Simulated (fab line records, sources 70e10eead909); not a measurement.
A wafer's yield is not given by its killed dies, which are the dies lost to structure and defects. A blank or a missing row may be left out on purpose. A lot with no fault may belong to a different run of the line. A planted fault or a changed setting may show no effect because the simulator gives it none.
Chamber matching :: flow nand harc :: rie diel-02 running NHARC_A_M0_ETCH_34: 4 sister chambers
The step etches the open film in N2/H2, target depth 40 nm, overetch 12 nm, time 43.94 s. 7 wafers are shown with their chamber, then 8 later ones without.

== EACH WAFER AND ITS CHAMBER ==
wafer: L077.5
chamber: 0
drypump motor current A (A): 5.5
rf vpp V (V): 425.7

wafer: L077.2
chamber: 3
drypump motor current A (A): 5.7
rf vpp V (V): 430.1

wafer: L079.1
chamber: 0
drypump motor current A (A): 5.5
rf vpp V (V): 426.3

wafer: L079.5
chamber: 1
drypump motor current A (A): 5.7
rf vpp V (V): 428.4

wafer: L084.5
chamber: 2
drypump motor current A (A): 5.5
rf vpp V (V): 429.4

wafer: L084.6
chamber: 1
drypump motor current A (A): 5.7
rf vpp V (V): 429.0

wafer: L085.3
chamber: 2
drypump motor current A (A): 5.4
rf vpp V (V): 428.9

== WAFERS MISSING THEIR CHAMBER ==
wafer: L085.5
drypump motor current A (A): 5.7
rf vpp V (V): 429.3

wafer: L085.6
drypump motor current A (A): 5.5
rf vpp V (V): 426.5

wafer: L095.1
drypump motor current A (A): 5.5
rf vpp V (V): 428.5

wafer: L095.4
drypump motor current A (A): 5.5
rf vpp V (V): 427.6

wafer: L095.5
drypump motor current A (A): 5.7
rf vpp V (V): 429.4

wafer: L096.1
drypump motor current A (A): 5.5
rf vpp V (V): 430.2

wafer: L096.3
drypump motor current A (A): 5.7
rf vpp V (V): 429.4

wafer: L096.4
drypump motor current A (A): 5.7
rf vpp V (V): 432.1

== WHICH CHAMBER EACH ONE RAN IN ==
wafer: L085.5
from the rows above: can't be placed: 1 or 3
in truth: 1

wafer: L085.6
from the rows above: 0
in truth: 0

wafer: L095.1
from the rows above: 2
in truth: 2

wafer: L095.4
from the rows above: can't be placed: 0 or 2 or 1
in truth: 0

wafer: L095.5
from the rows above: can't be placed: 1 or 3
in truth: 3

wafer: L096.1
from the rows above: 2
in truth: 2

wafer: L096.3
from the rows above: can't be placed: 1 or 3
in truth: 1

wafer: L096.4
from the rows above: 3
in truth: 3
Placed correctly: 4 of 8. Can't be placed from these rows: 4 (the true chamber is among the candidates in 4). Number placed wrongly: 0.
How it was worked out, from the rows above alone: a wafer's distance from a chamber is the root of the sum, over the readings, of the square of ((its reading less the chamber's mean) divided by the reading's scatter). If the next closest chamber is less than 2 further off than the closest, the wafer can't be placed; otherwise it belongs to the closest. Each chamber's mean is taken over the wafers shown for it. The scatter: the root of (the sum of the squares of (reading less its chamber's mean) over the shown wafers, divided by (wafers less chambers)).
